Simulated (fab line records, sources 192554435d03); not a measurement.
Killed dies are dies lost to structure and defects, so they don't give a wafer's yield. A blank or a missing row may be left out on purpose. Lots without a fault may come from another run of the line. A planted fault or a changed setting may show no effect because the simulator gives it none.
fab line records | flow n5_finfet
record lots=24 wafers=72 last_day=17
route steps=1938 shown BEOL_M5@1191 BEOL_M6@1215
lots that met no fault: from a run of the same line without faults
start_h: hours from the record's first day to the start of the lot's first wafer shown | wait_h: hours since the lot's step before | " the same as in the row above | L1.1+2: a row that stands for several wafers | - no value, or no start given | * or withheld: withheld | < > ~ a bound
route shown NAME@n: a module of which the file shows steps, and the number in the route of the first | usual: mean/standard deviation of fault-free wafers | same: alike in all rows | chamber/n: place in a boat | sites: the reading at each site | _std_site: their standard deviation | _edge_site: outer sites' mean less inner sites' | radius_mm: how far each site lies from the wafer's centre | mask NAME#n: copy n | behind: the tool/chamber that last shaped the wafer | hold: why the lot was held/for how many hours/how that ended | device: the transistor (n, p or np) that didn't switch | end of line: the same wafers' tests at the end of the route | a step without rows: its recipe alone | killed: dies lost to structure and defects at the first sort, not the wafer's yield | map: a wafer's dies, x killed, . not, _ none there
set.NAME: the setting as run; set.NAME@STEP: as run at that earlier step | model.NAME: the simulator's own value behind a step, which no gauge read
steps of the route over a sample of lots; a table a step, a row a wafer
services: from which hour (start_h, from the record's first day; less than 0 if before it) a tool's chamber was out of use, for how many hours, and why
## steps
# step N5_BEOL_M5_DEP_56
# recipe material=SiCN target_thk_a=80 temp_c=withheld precursor=3MS/NH3 pressure_torr=3 rf_w=202 time_s=14
# usual rf_fwd_power_W=199.8/0.7 showerhead_plenum_p_Torr=3.655/0.011 throttle_valve_pct=9.2/0.54
# same time_s=14
# columns lot.wafer tool chamber start_h wait_h rf_fwd_power_W showerhead_plenum_p_Torr throttle_valve_pct
L074.2 pecvd-02 1 180.46 0.0 200.4 3.653 9.7
L074.5 " 1 " " 199.8 3.644 9.6
L074.6 " 0 " " 200.1 3.654 9.3
L075.3 pecvd-01 0 185.38 0.0 199.4 3.673 9.6
L075.4 " 2 " " 200.3 3.639 8.5
L075.5 " 1 " " 199.1 3.665 9.5
L077.1 pecvd-02 1 185.84 0.0 199.8 3.650 9.5
L077.3 " 0 " " 199.5 3.655 9.6
L077.5 " 1 " " 200.0 3.645 9.6
L076.2 pecvd-04 2 190.76 0.0 200.1 3.672 8.4
L076.4 " 0 " " 199.8 3.660 9.2
L076.6 " 1 " " 198.3 3.675 8.9
L079.1 pecvd-02 1 211.06 0.0 200.3 3.641 9.6
L079.4 " 1 " " 199.1 3.648 9.9
L079.6 " 0 " " 200.3 3.650 9.9
L080.1 pecvd-02 0 212.31 0.0 201.4 3.650 9.6
L080.3 " 0 " " 200.9 3.663 9.4
L080.6 " 0 " " 200.6 3.658 9.6
L078.1 pecvd-04 0 217.44 0.0 200.2 3.661 9.3
L078.3 " 1 " " 198.5 3.676 8.7
L078.6 " 0 " " 199.4 3.657 9.4
L081.1 pecvd-04 1 219.83 0.0 198.6 3.677 8.8
L081.4 " 1 " " 199.1 3.671 8.9
L081.6 " 0 " " 200.0 3.659 9.4
L082.1 pecvd-02 0 220.99 0.0 199.1 3.649 9.6
L082.4 " 1 " " 200.2 3.652 9.6
L082.6 " 0 " " 199.8 3.658 9.9
L083.1 pecvd-02 1 224.67 0.0 199.9 3.628 9.8
L083.2 " 0 " " 199.8 3.661 9.6
L083.4 " 1 " " 198.6 3.646 9.8
L084.3 pecvd-04 0 230.91 0.0 200.8 3.668 9.1
L084.5 " 2 " " 199.3 3.674 8.7
L084.6 " 0 " " 200.5 3.667 9.4
L085.2 pecvd-01 2 245.30 0.0 200.4 3.647 8.7
L085.4 " 2 " " 200.4 3.645 8.8
L085.6 " 0 " " 199.4 3.664 9.7
L086.1 pecvd-02 0 248.95 0.0 199.2 3.648 9.5
L086.2 " 2 " " 199.6 3.640 8.0
L086.4 " 0 " " 199.6 3.657 9.7
L087.2 pecvd-02 0 259.83 0.0 199.4 3.652 9.3
L087.5 " 1 " " 199.8 3.640 9.5
L087.6 " 2 " " 201.3 3.644 8.1
L088.2 pecvd-04 1 266.96 0.0 200.2 3.676 8.6
L088.3 " 0 " " 200.4 3.659 9.6
L088.5 " 1 " " 199.1 3.681 8.8
L090.1 pecvd-02 0 269.84 0.0 199.9 3.653 9.5
L090.3 " 1 " " 199.3 3.645 9.5
L090.6 " 1 " " 199.8 3.643 9.6
L089.2 pecvd-01 2 276.01 0.0 200.3 3.637 9.0
L089.3 " 2 " " 199.5 3.657 8.9
L089.6 " 0 " " 198.5 3.666 9.7
L091.4 pecvd-02 1 280.62 0.0 200.5 3.640 9.6
L091.5 " 2 " " 200.3 3.642 8.2
L091.6 " 0 " " 199.8 3.654 9.8
L092.1 pecvd-01 1 285.39 0.0 199.3 3.669 9.7
L092.4 " 1 " " 200.0 3.665 9.4
L092.6 " 0 " " 199.7 3.670 9.7
L093.1 pecvd-04 1 293.27 0.0 199.4 3.673 8.7
L093.4 " 2 " " 201.1 3.670 8.4
L093.5 " 0 " " 199.6 3.660 9.4
L094.2 pecvd-01 2 299.12 0.0 200.1 3.648 8.7
L094.3 " 0 " " 198.9 3.660 9.7
L094.4 " 0 " " 198.7 3.657 9.6
L095.1 pecvd-02 2 303.78 0.0 200.4 3.645 8.3
L095.3 " 1 " " 199.5 3.654 10.0
L095.4 " 1 " " 199.4 3.644 9.9
L096.2 pecvd-02 0 313.71 0.0 200.3 3.655 9.6
L096.3 " 2 " " 200.9 3.640 8.4
L096.6 " 2 " " 200.1 3.639 8.3
L097.1 pecvd-02 0 318.63 0.0 200.0 3.653 9.9
L097.4 " 1 " " 200.1 3.650 9.8
L097.5 " 0 " " 198.6 3.645 9.7
# step N5_BEOL_M5_INSPECT_58
# recipe inspect_instrument=darkfield mode=post_dep
# usual raw_defect_count=72/23
# columns lot.wafer tool chamber start_h wait_h raw_defect_count
L074.2 defect_inspect-01 - 180.55 0.0 85
L074.5 " - " " 52
L074.6 " - " " 65
L075.3 defect_inspect-02 - 185.48 0.0 19
L075.4 " - " " 38
L075.5 " - " " 36
L077.1 defect_inspect-02 - 185.93 0.0 34
L077.3 " - " " 92
L077.5 " - " " 55
L076.2 defect_inspect-01 - 190.86 0.0 93
L076.4 " - " " 49
L076.6 " - " " 71
L079.1 defect_inspect-02 - 211.17 0.0 84
L079.4 " - " " 107
L079.6 " - " " 83
L080.1 defect_inspect-02 - 212.42 0.0 95
L080.3 " - " " 58
L080.6 " - " " 90
L078.1 defect_inspect-02 - 217.53 0.0 53
L078.3 " - " " 68
L078.6 " - " " 49
L081.1 defect_inspect-01 - 219.92 0.0 81
L081.4 " - " " 50
L081.6 " - " " 72
L082.1 defect_inspect-02 - 221.10 0.0 87
L082.4 " - " " 94
L082.6 " - " " 45
L083.1 defect_inspect-02 - 224.78 0.0 103
L083.2 " - " " 55
L083.4 " - " " 102
L084.3 defect_inspect-01 - 231.00 0.0 56
L084.5 " - " " 65
L084.6 " - " " 67
L085.2 defect_inspect-02 - 245.39 0.0 85
L085.4 " - " " 79
L085.6 " - " " 88
L086.1 defect_inspect-02 - 249.04 0.0 109
L086.2 " - " " 96
L086.4 " - " " 97
L087.2 defect_inspect-01 - 259.93 0.0 69
L087.5 " - " " 68
L087.6 " - " " 57
L088.2 defect_inspect-01 - 267.06 0.0 46
L088.3 " - " " 72
L088.5 " - " " 81
L090.1 defect_inspect-02 - 269.94 0.0 80
L090.3 " - " " 36
L090.6 " - " " 53
L089.2 defect_inspect-01 - 276.12 0.0 59
L089.3 " - " " 87
L089.6 " - " " 66
L091.4 defect_inspect-02 - 280.70 0.0 117
L091.5 " - " " 92
L091.6 " - " " 119
L092.1 defect_inspect-01 - 285.48 0.0 63
L092.4 " - " " 53
L092.6 " - " " 64
L093.1 defect_inspect-02 - 293.37 0.0 69
L093.4 " - " " 38
L093.5 " - " " 42
L094.2 defect_inspect-02 - 299.21 0.0 61
L094.3 " - " " 57
L094.4 " - " " 82
L095.1 defect_inspect-02 - 303.88 0.0 98
L095.3 " - " " 87
L095.4 " - " " 117
L096.2 defect_inspect-02 - 313.81 0.0 52
L096.3 " - " " 86
L096.6 " - " " 61
L097.1 defect_inspect-02 - 318.73 0.0 40
L097.4 " - " " 66
L097.5 " - " " 57
# step N5_BEOL_M6_HM_OPEN_17
# recipe chemistry=Cl2/BCl3 target_depth_a=200 overetch_a=60 target=TiN mask_material=SOC ion_energy_ev=150 pressure_mtorr=10 icp_w=1000 bias_w=126 Cl2_flow_sccm=53.25 bcl3_flow_sccm=21.75 Ar_flow_sccm=25
# usual drypump_motor_current_A=5.8/0.42 oes_product_au=0.68/0.062 rf_fwd_power_W=994/3.7 throttle_valve_pct=22.16/0.11
# columns lot.wafer tool chamber start_h wait_h drypump_motor_current_A oes_product_au rf_fwd_power_W rf_hours_counter_h throttle_valve_pct
L074.2 rie_metal-03 1 185.44 0.1 6.0 0.62 993 57 22.10
L074.5 " 0 " " 5.1 0.77 993 - 22.23
L074.6 " 1 " " 6.0 0.62 989 - 22.08
L075.3 rie_metal-02 1 189.37 0.1 6.1 0.69 993 - 22.06
L075.4 " 0 " " 6.2 0.69 998 - 22.31
L075.5 " 0 " " 6.2 0.70 994 - 22.29
L077.1 rie_metal-03 1 189.38 0.1 6.0 0.61 995 58 22.11
L077.3 " 0 " " 5.1 0.77 991 - 22.23
L077.5 " 0 " " 5.1 0.77 990 - 22.22
L076.2 rie_metal-02 0 194.38 0.0 6.2 0.71 997 26 22.30
L076.4 " 0 " " 6.2 0.71 993 - 22.28
L076.6 " 1 " " 6.0 0.69 995 - 22.03
L079.1 rie_metal-03 1 212.77 0.0 5.9 0.62 990 60 22.10
L079.4 " 0 " " 5.1 0.76 989 - 22.22
L079.6 " 0 " " 5.1 0.77 990 - 22.23
L080.1 rie_metal-03 1 215.22 0.0 6.0 0.62 991 60 22.08
L080.3 " 0 " " 5.1 0.76 993 - 22.22
L080.6 " 0 " " 5.1 0.75 993 - 22.22
L078.1 rie_metal-02 0 219.49 0.0 6.2 0.69 998 28 22.32
L078.3 " 0 " " 6.2 0.69 1000 - 22.31
L078.6 " 1 " " 6.0 0.68 994 - 22.08
L081.1 rie_metal-02 0 222.21 0.0 6.2 0.69 993 28 22.30
L081.4 " 1 " " 6.0 0.67 996 - 22.07
L081.6 " 1 " " 6.0 0.67 995 - 22.07
L082.1 rie_metal-01 0 224.98 0.0 6.3 0.62 995 70 21.99
L082.4 " 0 " " 6.3 0.62 990 - 21.99
L082.6 " 0 " " 6.2 0.62 992 - 22.00
L083.1 rie_metal-02 0 226.89 0.0 6.2 0.69 999 28 22.31
L083.2 " 1 " " 6.0 0.68 991 31 22.05
L083.4 " 1 " " 6.0 0.67 996 - 22.06
L084.3 rie_metal-02 1 234.23 0.1 6.1 0.67 995 - 22.06
L084.5 " 1 " " 6.0 0.68 997 - 22.06
L084.6 " 0 " " 6.2 0.69 996 - 22.31
L085.2 rie_metal-03 0 248.01 0.0 5.1 0.75 993 12 22.24
L085.4 " 1 " " 6.0 0.61 992 - 22.12
L085.6 " 0 " " 5.1 0.74 988 - 22.24
L086.1 rie_metal-03 1 252.46 0.0 6.0 0.61 997 63 22.12
L086.2 " 0 " " 5.1 0.75 996 13 22.23
L086.4 " 1 " " 6.0 0.61 992 - 22.11
L087.2 rie_metal-03 0 263.38 0.0 5.1 0.74 994 14 22.22
L087.5 " 1 " " 6.0 0.61 985 - 22.12
L087.6 " 0 " " 5.1 0.74 994 - 22.24
L088.2 rie_metal-03 0 269.79 0.0 5.1 0.74 990 15 22.25
L088.3 " 1 " " 6.0 0.60 985 - 22.11
L088.5 " 0 " " 5.1 0.75 993 - 22.23
L090.1 rie_metal-02 1 273.09 0.0 6.0 0.67 993 36 22.06
L090.3 " 1 " " 6.0 0.66 998 - 22.08
L090.6 " 0 " " 6.2 0.68 1001 - 22.31
L089.2 rie_metal-01 1 278.94 0.0 5.3 0.79 994 5 22.06
L089.3 " 0 " " 6.2 0.60 993 - 22.02
L089.6 " 0 " " 6.3 0.60 995 - 21.99
L091.4 rie_metal-01 1 283.30 0.1 5.3 0.79 994 - 22.06
L091.5 " 0 " " 6.3 0.60 995 - 21.99
L091.6 " 1 " " 5.3 0.79 996 - 22.06
L092.1 rie_metal-01 0 288.58 0.0 6.2 0.60 992 73 22.01
L092.4 " 0 " " 6.2 0.60 992 - 21.99
L092.6 " 1 " " 5.3 0.80 990 - 22.06
L093.1 rie_metal-02 0 297.16 0.0 6.2 0.66 1000 36 22.34
L093.4 " 0 " " 6.2 0.66 992 - 22.33
L093.5 " 1 " " 6.0 0.65 997 - 22.09
L094.2 rie_metal-02 1 302.93 0.0 6.0 0.65 1002 39 22.07
L094.3 " 0 " " 6.2 0.67 992 - 22.33
L094.4 " 1 " " 6.0 0.66 1007 - 22.07
L095.1 rie_metal-02 1 306.35 0.0 6.0 0.66 993 39 22.07
L095.3 " 0 " " 6.2 0.67 993 - 22.34
L095.4 " 1 " " 6.0 0.65 996 - 22.09
L096.2 rie_metal-03 0 316.98 0.0 5.1 0.71 991 22 22.26
L096.3 " 0 " " 5.1 0.72 993 - 22.27
L096.6 " 0 " " 5.1 0.72 994 - 22.25
L097.1 rie_metal-03 1 321.05 0.0 5.9 0.60 989 72 22.13
L097.4 " 0 " " 5.1 0.71 993 - 22.26
L097.5 " 0 " " 5.1 0.72 993 - 22.25
# step N5_BEOL_M6_ETCH_65
# recipe chemistry=CF4 target=SiARC target_depth_a=156 mask_material=CAR-EUV time_s=26 ion_energy_ev=80 pressure_mtorr=40 source_w=545 bias_w=36 Ar_flow_sccm=100 cf4_flow_sccm=100 ends=cleared
# usual drypump_motor_current_A=5.9/0.56 etch_rf_on_time_s=25.9/0.43 oes_product_au=0.68/0.068 rf_fwd_power_W=532.1/2.3 rf_vpp_V=183.9/1.1 showerhead_plenum_p_Torr=2.12/0.062 throttle_valve_pct=15.59/0.22
# columns lot.wafer tool chamber start_h wait_h drypump_motor_current_A etch_rf_on_time_s oes_product_au rf_fwd_power_W rf_hours_counter_h rf_vpp_V showerhead_plenum_p_Torr throttle_valve_pct
L074.2 rie_diel-02 2 187.08 0.0 6.5 25.5 0.71 530.2 90 184.6 2.16 15.72
L074.5 " 1 " " 5.5 26.2 0.59 533.8 - 183.6 2.20 15.85
L074.6 " 2 " " 6.4 25.5 0.71 528.7 - 185.4 2.16 15.71
L075.3 rie_diel-06 0 190.24 0.0 6.8 26.3 0.67 531.6 112 183.7 2.07 15.36
L075.4 " 3 " " 4.9 25.5 0.69 534.3 96 185.9 2.16 15.65
L075.5 " 0 " " 6.8 26.1 0.67 533.0 - 182.8 2.07 15.34
L077.1 rie_diel-06 0 190.64 0.0 6.8 26.0 0.66 529.4 112 183.6 2.07 15.35
L077.3 " 3 " " 4.9 25.6 0.68 529.8 96 184.9 2.16 15.65
L077.5 " 3 " " 4.9 25.5 0.68 533.7 - 184.8 2.16 15.64
L076.2 rie_diel-06 3 196.90 0.0 4.9 25.7 0.68 533.2 100 185.1 2.16 15.66
L076.4 " 2 " " 5.9 26.5 0.61 532.1 165 183.2 2.05 15.50
L076.6 " 2 " " 5.9 26.7 0.61 530.4 - 182.3 2.05 15.52
L079.1 rie_diel-04 1 215.95 0.0 6.0 26.0 0.79 529.4 16 184.1 2.10 15.46
L079.4 " 3 " " 6.0 26.1 0.70 529.9 75 185.3 2.26 15.49
L079.6 " 2 " " 5.8 26.3 0.68 540.3 - 183.1 2.07 15.62
L080.1 rie_diel-04 1 216.59 0.0 5.9 25.6 0.79 532.2 17 183.0 2.10 15.44
L080.3 " 0 " " 6.5 25.2 0.83 533.1 4 182.8 2.11 15.39
L080.6 " 0 " " 6.5 25.1 0.83 534.7 - 183.4 2.11 15.37
L078.1 rie_diel-02 0 220.28 0.0 5.3 25.4 0.75 530.4 39 183.9 2.09 15.09
L078.3 " 3 " " 5.1 26.8 0.56 532.7 238 182.9 2.11 16.13
L078.6 " 3 " " 5.1 27.0 0.56 532.6 - 184.2 2.11 16.10
L081.1 rie_diel-06 1 224.25 0.0 5.7 25.9 0.63 530.4 158 185.7 2.22 15.93
L081.4 " 2 " " 5.9 26.4 0.61 532.1 175 183.9 2.05 15.52
L081.6 " 0 " " 6.8 26.5 0.65 529.9 - 182.2 2.07 15.40
L082.1 rie_diel-06 1 225.84 0.0 5.7 25.9 0.63 528.8 159 185.4 2.22 15.94
L082.4 " 2 " " 6.0 26.4 0.60 530.7 176 182.6 2.05 15.52
L082.6 " 3 " " 4.9 25.5 0.68 530.6 - 183.9 2.15 15.67
L083.1 rie_diel-02 2 229.68 0.0 6.5 25.6 0.70 531.7 100 184.2 2.15 15.71
L083.2 " 1 " " 5.5 25.9 0.60 533.6 227 185.0 2.20 15.90
L083.4 " 0 " " 5.2 25.3 0.74 533.5 43 183.2 2.09 15.12
L084.3 rie_diel-04 2 235.98 0.0 5.9 25.9 0.68 536.3 93 182.5 2.07 15.62
L084.5 " 2 " " 5.9 25.9 0.69 533.8 - 183.9 2.07 15.63
L084.6 " 3 " " 6.1 25.9 0.69 529.9 - 185.3 2.25 15.51
L085.2 rie_diel-04 2 250.72 0.0 5.8 26.6 0.68 537.3 98 183.0 2.07 15.63
L085.4 " 1 " " 5.9 25.7 0.78 533.6 29 181.8 2.09 15.48
L085.6 " 1 " " 5.9 25.8 0.78 533.6 - 182.7 2.09 15.48
L086.1 rie_diel-04 2 253.96 0.0 5.8 26.6 0.67 535.3 99 183.5 2.07 15.63
L086.2 " 3 " " 6.0 26.1 0.69 532.9 88 185.7 2.25 15.53
L086.4 " 0 " " 6.5 25.5 0.79 530.6 18 181.8 2.11 15.41
L087.2 rie_diel-04 0 264.36 0.0 6.5 25.3 0.79 531.9 22 184.4 2.11 15.41
L087.5 " 1 " " 5.9 25.5 0.76 529.9 - 184.2 2.09 15.49
L087.6 " 0 " " 6.5 25.1 0.78 531.2 - 182.7 2.11 15.42
L088.2 rie_diel-06 2 271.98 0.0 5.9 26.3 0.59 532.7 190 182.5 2.05 15.55
L088.3 " 1 " " 5.7 25.9 0.61 536.4 174 185.6 2.21 15.99
L088.5 " 0 " " 6.8 26.3 0.65 532.4 - 183.4 2.06 15.42
L090.1 rie_diel-06 2 273.88 0.0 5.9 26.6 0.59 530.6 191 183.3 2.05 15.57
L090.3 " 3 " " 4.9 25.6 0.66 529.9 127 184.0 2.15 15.71
L090.6 " 0 " " 6.8 26.5 0.64 531.0 - 183.4 2.06 15.43
L089.2 rie_diel-02 1 280.85 0.0 5.5 26.2 0.57 531.3 249 184.7 2.19 15.93
L089.3 " 3 " " 5.1 26.0 0.82 534.3 3 185.1 2.10 15.65
L089.6 " 0 " " 5.3 25.2 0.72 531.1 - 183.7 2.08 15.15
L091.4 rie_diel-06 2 283.94 0.0 5.9 26.5 0.59 526.0 195 183.3 2.04 15.56
L091.5 " 1 " " 5.7 26.0 0.62 532.7 - 184.8 2.21 15.99
L091.6 " 0 " " 6.9 26.3 0.63 528.7 - 183.6 2.06 15.42
L092.1 rie_diel-02 0 289.71 0.0 5.3 25.5 0.71 533.3 69 183.6 2.08 15.15
L092.4 " 2 " " 6.5 25.7 0.67 532.9 - 183.3 2.14 15.78
L092.6 " 0 " " 5.3 25.5 0.71 531.8 - 182.4 2.08 15.16
L093.1 rie_diel-04 1 297.82 0.0 5.9 26.0 0.74 531.5 47 183.2 2.09 15.53
L093.4 " 3 " " 6.0 26.1 0.67 529.9 103 185.2 2.25 15.56
L093.5 " 0 " " 6.5 25.6 0.76 531.3 - 182.4 2.10 15.43
L094.2 rie_diel-04 3 305.41 0.0 6.0 26.0 0.68 531.3 106 184.0 2.25 15.57
L094.3 " 0 " " 6.5 25.6 0.75 534.1 35 184.8 2.10 15.44
L094.4 " 1 " " 5.9 26.0 0.74 530.5 49 183.7 2.09 15.52
L095.1 rie_diel-04 3 307.52 0.0 6.0 25.9 0.67 529.8 107 185.3 2.24 15.57
L095.3 " 2 " " 5.8 26.0 0.65 536.1 118 182.5 2.06 15.67
L095.4 " 1 " " 6.0 25.6 0.75 530.3 49 184.4 2.09 15.53
L096.2 rie_diel-04 1 318.05 0.0 5.9 25.8 0.74 529.7 53 183.7 2.09 15.53
L096.3 " 3 " " 6.0 26.1 0.67 532.1 110 185.0 2.24 15.58
L096.6 " 2 " " 5.8 26.1 0.65 536.0 - 182.1 2.06 15.68
L097.1 rie_diel-06 3 323.18 0.0 4.9 26.0 0.64 533.1 146 182.3 2.14 15.74
L097.4 " 2 " " 5.9 26.9 0.58 532.8 208 181.3 2.04 15.59
L097.5 " 2 " " 5.9 26.7 0.58 532.7 - 182.5 2.04 15.58
# step N5_BEOL_M6_ANNEAL_51
# recipe temp_c=225 time_s=90 ambient=N2
# usual wafer_temp_C_max=225.90/0.25
# same time_s=90
# columns lot.wafer tool chamber start_h wait_h wafer_temp_C_max
L074.2 rtp_anneal-02 0 189.62 0.6 225.94
L074.5 " 0 " " 225.78
L074.6 " 0 " " 225.73
L075.3 rtp_anneal-01 0 192.41 0.1 225.82
L075.4 " 0 " " 225.88
L075.5 " 0 " " 225.94
L077.1 rtp_anneal-01 0 193.04 0.1 225.68
L077.3 " 0 " " 225.71
L077.5 " 0 " " 226.10
L076.2 rtp_anneal-01 0 199.00 0.3 225.87
L076.4 " 0 " " 225.62
L076.6 " 0 " " 225.85
L079.1 rtp_anneal-02 0 218.63 0.1 225.79
L079.4 " 0 " " 226.17
L079.6 " 0 " " 225.86
L080.1 rtp_anneal-02 0 219.02 0.1 225.89
L080.3 " 0 " " 225.71
L080.6 " 0 " " 225.78
L078.1 rtp_anneal-01 0 222.84 0.2 225.25
L078.3 " 0 " " 225.80
L078.6 " 0 " " 225.64
L081.1 rtp_anneal-02 0 226.51 0.2 225.96
L081.4 " 0 " " 225.78
L081.6 " 0 " " 226.12
L082.1 rtp_anneal-02 0 230.25 0.1 226.08
L082.4 " 0 " " 225.66
L082.6 " 0 " " 225.97
L083.1 rtp_anneal-02 0 233.08 0.1 225.93
L083.2 " 0 " " 226.02
L083.4 " 0 " " 225.80
L084.3 rtp_anneal-02 0 238.75 0.6 226.03
L084.5 " 0 " " 225.79
L084.6 " 0 " " 225.64
L085.2 rtp_anneal-01 0 252.52 0.1 225.71
L085.4 " 0 " " 225.63
L085.6 " 0 " " 225.71
L086.1 rtp_anneal-02 0 256.00 0.1 226.01
L086.2 " 0 " " 225.75
L086.4 " 0 " " 225.61
L087.2 rtp_anneal-02 0 266.68 0.2 226.01
L087.5 " 0 " " 225.75
L087.6 " 0 " " 225.87
L088.2 rtp_anneal-01 0 274.51 0.1 226.08
L088.3 " 0 " " 225.71
L088.5 " 0 " " 225.49
L090.1 rtp_anneal-02 0 276.02 0.5 226.15
L090.3 " 0 " " 226.29
L090.6 " 0 " " 225.96
L089.2 rtp_anneal-02 0 284.11 0.9 226.16
L089.3 " 0 " " 226.15
L089.6 " 0 " " 226.17
L091.4 rtp_anneal-01 0 286.35 0.2 226.31
L091.5 " 0 " " 225.85
L091.6 " 0 " " 225.99
L092.1 rtp_anneal-02 0 292.14 0.1 225.88
L092.4 " 0 " " 226.00
L092.6 " 0 " " 226.23
L093.1 rtp_anneal-02 0 302.24 0.1 225.79
L093.4 " 0 " " 226.24
L093.5 " 0 " " 226.61
L094.2 rtp_anneal-01 0 308.93 0.2 226.00
L094.3 " 0 " " 225.65
L094.4 " 0 " " 225.61
L095.1 rtp_anneal-02 0 310.12 0.4 225.86
L095.3 " 0 " " 226.07
L095.4 " 0 " " 225.68
L096.2 rtp_anneal-02 0 320.45 0.7 225.80
L096.3 " 0 " " 225.77
L096.6 " 0 " " 225.99
L097.1 rtp_anneal-01 0 325.78 0.3 226.20
L097.4 " 0 " " 225.60
L097.5 " 0 " " 225.79
# step N5_BEOL_M6_THK_MEAS_53
# recipe thk_meas_gauge=xrf reads=Cu_of_BEOL_M6_ECD_50
# usual M6_THK=78.7/1.9
# columns lot.wafer tool chamber start_h wait_h M6_THK[nm]
L074.2 film_metro-02 - 190.17 - 80.2
L074.5 " - " " 77.8
L074.6 " - " " 79.6
L075.3 film_metro-02 - 192.91 - 76.4
L075.4 " - " " 78.2
L075.5 " - " " 77.5
L077.1 film_metro-02 - 193.65 - 75.9
L077.3 " - " " 79.2
L077.5 " - " " 79.3
L076.2 film_metro-01 - 199.55 - 78.8
L076.4 " - " " 76.1
L076.6 " - " " 76.2
L079.1 film_metro-01 - 219.23 - 79.7
L079.4 " - " " 79.3
L079.6 " - " " 76.5
L080.1 film_metro-01 - 219.61 - 79.5
L080.3 " - " " 80.9
L080.6 " - " " 79.7
L078.1 film_metro-02 - 223.43 - 81.8
L078.3 " - " " 76.4
L078.6 " - " " 76.1
L081.1 film_metro-01 - 227.25 - 78.2
L081.4 " - " " 78.9
L081.6 " - " " 75.8
L082.1 film_metro-01 - 230.85 - 76.7
L082.4 " - " " 76.5
L082.6 " - " " 77.6
L083.1 film_metro-01 - 233.67 - 80.3
L083.2 " - " " 79.6
L083.4 " - " " 81.3
L084.3 film_metro-02 - 239.25 - 75.6
L084.5 " - " " 78.6
L084.6 " - " " 77.3
L085.2 film_metro-01 - 253.07 - 78.7
L085.4 " - " " 80.4
L085.6 " - " " 80.1
L086.1 film_metro-01 - 256.59 - 81.4
L086.2 " - " " 80.9
L086.4 " - " " 83.8
L087.2 film_metro-01 - 267.24 - 82.8
L087.5 " - " " 81.5
L087.6 " - " " 81.6
L088.2 film_metro-02 - 275.06 - 76.8
L088.3 " - " " 77.2
L088.5 " - " " 75.8
L090.1 film_metro-02 - 276.63 - 74.1
L090.3 " - " " 75.7
L090.6 " - " " 74.7
L089.2 film_metro-02 - 284.66 - 78.8
L089.3 " - " " 79.6
L089.6 " - " " 80.2
L091.4 film_metro-01 - 286.81 - 78.5
L091.5 " - " " 80.3
L091.6 " - " " 78.5
L092.1 film_metro-02 - 292.73 - 79.9
L092.4 " - " " 79.7
L092.6 " - " " 81.1
L093.1 film_metro-01 - 302.83 - 78.9
L093.4 " - " " 78.8
L093.5 " - " " 80.4
L094.2 film_metro-02 - 309.51 - 76.9
L094.3 " - " " 79.2
L094.4 " - " " 78.5
L095.1 film_metro-01 - 310.72 - 78.7
L095.3 " - " " 78.0
L095.4 " - " " 79.4
L096.2 film_metro-02 - 320.99 - 78.0
L096.3 " - " " 80.4
L096.6 " - " " 78.7
L097.1 film_metro-02 - 326.37 - 80.4
L097.4 " - " " 76.3
L097.5 " - " " 76.2
## services
# columns tool chamber start_h hours kind
rie_metal-01 - 175.05 14.6 pm
pecvd-02 - 184.46 1.2 repair
rie_diel-02 - 187.98 14.6 pm
rie_diel-04 0 191.11 - clean
rie_diel-04 0 191.11 - consumable_replace:focus_ring
rie_diel-04 0 191.11 17.0 scheduled_down
rie_diel-04 0 191.11 17.0 vent_cycle
rtp_anneal-02 - 194.59 4.1 pm
pecvd-04 - 197.88 0.6 repair
pecvd-02 2 202.38 - clean
pecvd-02 2 202.38 - consumable_replace:showerhead
pecvd-02 2 202.38 29.0 scheduled_down
pecvd-02 2 202.38 29.0 vent_cycle
rie_diel-04 1 209.25 5.5 repair
pecvd-04 1 226.33 5.5 scheduled_down
rie_diel-04 0 234.06 1.5 repair
rie_metal-01 - 248.80 28.1 pm
rie_diel-02 3 252.44 - clean
rie_diel-02 3 252.44 - consumable_replace:focus_ring
rie_diel-02 3 252.44 23.4 scheduled_down
pecvd-02 2 256.98 2.1 scheduled_down
rie_metal-01 - 279.59 0.7 repair
pecvd-04 - 304.29 2.8 pm
pecvd-04 2 309.11 4.2 repair
## key
fault none
